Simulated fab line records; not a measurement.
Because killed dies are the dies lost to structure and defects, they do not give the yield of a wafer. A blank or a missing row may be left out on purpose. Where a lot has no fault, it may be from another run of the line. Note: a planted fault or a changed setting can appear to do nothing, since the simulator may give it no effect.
Comparing a struck lot with a sound one + flow nand-harc + 14 steps out of a route of 1302
Sound: wafers L906.4, L906.5, L906.6. Struck: wafer L915.4 (left out: L915.1, L915.6 of the same lot, which were not struck); the cause appears at the end.
At each step with rows: each side's tool, then ch and its chambers, then its first start. Under that, the readings that differ: sound wafers + struck wafers + difference of the means + sigmas: that difference in standard deviations of wafers without a fault.
alike: readings whose means differ by less than 2 such deviations, and words and numbers that are the same on both sides. not compared: withheld readings, readings that some wafer has no value for, bounds like >300 that may hide the same value, and numbers for which the record gives no deviation and whose values overlap.
A row with sigmas, a row that says differs or no value, or rows on one side alone: a step with any of these is where the two part. When numbers do not overlap yet have no deviation, they are printed without sigmas and do not part them. Lack of a reading on every wafer of one side parts them only where that side has two or more wafers.

NHARC_A_DECK1_JOINT_ETCHBACK_07: etches the open film in HBr, target depth 105 nm, time 26.9 s.
  sound on rie-si-03 ch 1,2,3, day 12 04:26; struck on rie-si-05 ch 2, day 15 20:34
  alike: drypump-motor-current-A, he-backside-leak-sccm, oes-product-au, rf-fwd-power-W, run-length-s, throttle-valve-pct
  not compared: rf-hours-counter-h
then, 8 steps without rows for these wafers: NHARC_A_DECK1_JOINT_ETCH_25 (etches SiO2 in dHF, target depth 0.5 nm); NHARC_A_DECK1_JOINT_ETCH_19 (etches poly-Si in TMAH, target depth 3 nm); NHARC_A_DECK1_JOINT_ETCH_18 (etches SiO2 in dHF, target depth 3 nm); NHARC_A_DECK1_JOINT_WET_08 (chemistry H3PO4, time 86 s); NHARC_A_DECK1_JOINT_ETCH_09 (etches SiO2 in dHF, target depth 5 nm); NHARC_A_DECK1_JOINT_WET_10 (chemistry H3PO4, time 86 s); NHARC_A_DECK1_JOINT_ETCH_11 (etches SiO2 in dHF, target depth 35 nm); NHARC_A_DECK1_JOINT_CVD_12 (deposits poly-Si, target thk 90 nm, time 1800 s).
NHARC_A_DECK1_JOINT_CMP_13: polishes, target thk 51.023 nm.
  sound on cmp-03 ch 1,2, day 12 14:45; struck on cmp-04 ch 0, day 16 06:42
| reading             | sound          | struck | difference | sigmas |
|---------------------|----------------|--------|------------|--------|
| motor-current-A (A) | 11.2 10.8 11.0 | 13.6   | +2.6       | +3     |
  alike: slurry-filter-dp-kPa, time-to-endpoint-s
NHARC_A_DECK1_JOINT_THK_MEAS_14: measures by ellipsometry.
  sound: film-metro-01 at day 12 14:59; struck: film-metro-01 at day 16 06:58
  alike: thk-nm
following that, these wafers have no rows for 1 step: NHARC_A_DECK1_JOINT_SRD_04.
NHARC_A_DECK1_JOINT_ETCHBACK_00: etches the open film in HBr, target depth 30 nm, time 17.4 s.
  sound on rie-si-05 ch 2,3, day 12 15:07; struck on rie-si-03 ch 2, day 16 07:05
| reading                     | sound          | struck | difference | sigmas |
|-----------------------------|----------------|--------|------------|--------|
| drypump-motor-current-A (A) | 5.9 6.2 5.9    | 5.0    | -1.0       | -2     |
| run-length-s (s)            | 38.6 38.6 38.3 | 30.4   | -8.1       | -23    |
  alike: he-backside-leak-sccm, oes-product-au, throttle-valve-pct
  not compared: rf-fwd-power-W, rf-hours-counter-h
then, 1 step without rows for these wafers: NHARC_A_DECK1_JOINT_PRECLEAN_30 (cleans in SC1).

WHERE THEY PART
At NHARC_A_DECK1_JOINT_CMP_13 first; at NHARC_A_DECK1_JOINT_ETCHBACK_00 last (within this record only).

WHY: the cause the simulator had injected
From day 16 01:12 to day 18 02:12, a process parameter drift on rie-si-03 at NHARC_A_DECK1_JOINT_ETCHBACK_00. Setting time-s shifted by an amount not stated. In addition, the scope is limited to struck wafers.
